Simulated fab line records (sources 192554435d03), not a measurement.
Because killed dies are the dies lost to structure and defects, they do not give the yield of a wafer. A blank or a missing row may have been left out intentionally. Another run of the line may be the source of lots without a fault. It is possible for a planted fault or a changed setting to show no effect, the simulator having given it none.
Split-lot study    flow n5-finfet    7 lots, 21 wafers read, on a route of 1938 steps

THE SPLIT
At N5_BEOL_M12_EXPOSE_07 (exposes mask V11), the setting dose-mj was moved away from the recipe's 32.5 on 10 of the 21 wafers read, by -7.0% to +6.5%. For the rest of the wafers, this setting stayed at what the recipe calls for.

FROM THE SPLIT TO THE READING: what the file shows between them, 6 steps
- N5_BEOL_M12_PEB_08: peb time 90 s
- N5_BEOL_M12_DEVELOP_09: develop time 45 s
- N5_BEOL_M12_HARDBAKE_14: time 120 s
- N5_BEOL_M12_CD_MEAS_10: target cd 140 nm
- N5_BEOL_M12_STRIP_71: strips in post etch residue remover, time 60 s
- N5_BEOL_M12_SRD_72: time 30 s, dry time 30 s

THE READING
cd-nm (nm) at N5_BEOL_M12_CD_MEAS_17, where the cd target is 140 nm. Typical for fault-free wafers on this fab line: 140.2 nm, with standard deviation 1.7 nm.

wafer   tool, chamber at the split  dose-mj as run  against the recipe  cd-nm, nm  against lot-mates on the recipe
L075.2  krf-scanner-02, 0           34.6            +6.5%               145.3      +5.3
L075.5  krf-scanner-02, 0           34.6            +6.5%               146.5      +6.5
L075.6  krf-scanner-02, 0           32.5            recipe              140.0      -
L080.1  krf-scanner-01, 0           32.5            recipe              140.0      -
L080.2  krf-scanner-01, 0           32.5            recipe              140.1      -
L080.3  krf-scanner-01, 0           32.5            recipe              138.7      -
L083.1  krf-scanner-02, 0           30.22           -7.0%               133.0      -8.0
L083.4  krf-scanner-02, 0           30.22           -7.0%               132.3      -8.7
L083.6  krf-scanner-02, 0           32.5            recipe              141.0      -
L088.1  krf-scanner-02, 0           32.5            recipe              143.1      -
L088.4  krf-scanner-02, 0           32.5            recipe              141.2      -
L088.5  krf-scanner-02, 0           30.83           -5.1%               136.8      -5.3
L086.2  krf-scanner-02, 0           33.92           +4.4%               144.6      +4.3
L086.3  krf-scanner-02, 0           33.92           +4.4%               144.4      +4.1
L086.4  krf-scanner-02, 0           32.5            recipe              140.3      -
L087.2  krf-scanner-02, 0           34.22           +5.3%               147.5      +3.8
L087.3  krf-scanner-02, 0           32.5            recipe              143.7      -
L087.4  krf-scanner-02, 0           34.22           +5.3%               144.9      +1.2
L096.2  krf-scanner-01, 0           33.57           +3.3%               143.9      +3.4
L096.4  krf-scanner-01, 0           32.5            recipe              140.9      -
L096.6  krf-scanner-01, 0           32.5            recipe              140.1      -

FIT RESULTS
A straight line over all 21 wafers: cd-nm changes by +0.97 nm for each +1% of dose-mj; r = +0.95; the points scatter about the line by 1.3 nm.
The same after taking each lot's own level away (the mean of its wafers on the recipe; 21 wafers): +0.965 nm for each +1%; r = +0.96; scatter 1.1 nm.
On that fit, the largest move of dose-mj shifts the reading by 6.8 nm.
Measured against the standard deviation above, the lots' own levels, which go from 139.60 to 143.70 nm, span 2.4 times it.
The two slopes are in agreement: the lot-to-lot level therefore moves the slope only a little.
Check: -6.95 nm against its lot-mates is what the line predicts for one of the wafers moved furthest among these (-7.0%) when that wafer is left out of the fit. Against them it came out at -8 nm.

FURTHER SPLITS ON THESE WAFERS
Other splits were also applied to these wafers ahead of the reading. Each is held against what the fit with the lots' levels taken away leaves over:
other split on the same wafers  wafers away from the commonest value  r with cd-nm (lot level and that fit taken away)
N5_BEOL_M10_COAT_64 spin-rpm    7                                     +0.06
N5_BEOL_M10_PEB_26 peb-time-s   9                                     +0.23
N5_BEOL_M11_COAT_59 spin-rpm    4                                     +0.13

THE WHOLE CHAIN: every reading that the file lists as answering this split, in the file's order
step                    what it does      reading  change (the file's fit)                r (the file's)
N5_BEOL_M12_CD_MEAS_10  target cd 140 nm  cd-nm    +0.986 nm for each +1% of the setting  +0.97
N5_BEOL_M12_CD_MEAS_17  target cd 140 nm  cd-nm    +0.955 nm for each +1% of the setting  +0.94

FILE'S OWN FIT
cd-nm changes by +0.955 nm for each +1% of dose-mj, r = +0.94.
